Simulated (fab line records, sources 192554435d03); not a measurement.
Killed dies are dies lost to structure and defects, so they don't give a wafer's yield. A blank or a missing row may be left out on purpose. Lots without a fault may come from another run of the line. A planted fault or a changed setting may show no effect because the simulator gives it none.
Chamber matching | flow n5_finfet | N5_BEOL_M0_SAQP_ETCH_83 on rie_diel-04: 4 sister chambers
The step etches SiARC in CF4, target depth 39 nm, time 65 s. 4 wafers are shown with their chamber, then 9 later ones without.

WAFERS WITH THEIR CHAMBER
wafer  | chamber | showerhead_plenum_p_Torr (Torr)
L086.3 | 0       | 2.09
L088.1 | 3       | 2.15
L088.2 | 2       | 2.09
L088.4 | 1       | 2.20

WAFERS WITHOUT THEIR CHAMBER
wafer  | showerhead_plenum_p_Torr (Torr)
L092.4 | 2.09
L092.5 | 2.09
L092.6 | 2.14
L094.1 | 2.09
L094.4 | 2.09
L094.5 | 2.14
L095.2 | 2.08
L095.4 | 2.08
L095.6 | 2.09

WHICH CHAMBER EACH WENT THROUGH
wafer  | from the rows above     | in truth
L092.4 | can't be placed: 0 or 2 | 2
L092.5 | can't be placed: 0 or 2 | 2
L092.6 | 3                       | 3
L094.1 | can't be placed: 0 or 2 | 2
L094.4 | can't be placed: 0 or 2 | 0
L094.5 | 3                       | 3
L095.2 | can't be placed: 0 or 2 | 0
L095.4 | can't be placed: 0 or 2 | 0
L095.6 | can't be placed: 0 or 2 | 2
Placed correctly: 2 of 9. Can't be placed from these rows: 7 (the true chamber is among the candidates in 7). Placed wrongly: 0.
How it was worked out, from the rows above alone: a wafer's distance from a chamber is the root of the sum, over the readings, of the square of ((its reading less the chamber's mean) divided by the reading's scatter). The wafer belongs to the nearest chamber; if the next one is less than 2 further off, it can't be placed. A chamber's mean is the mean of its shown wafers. The scatter: with one shown wafer a chamber, the root of the mean of the squares of how far each hidden wafer lies from its nearest shown one.
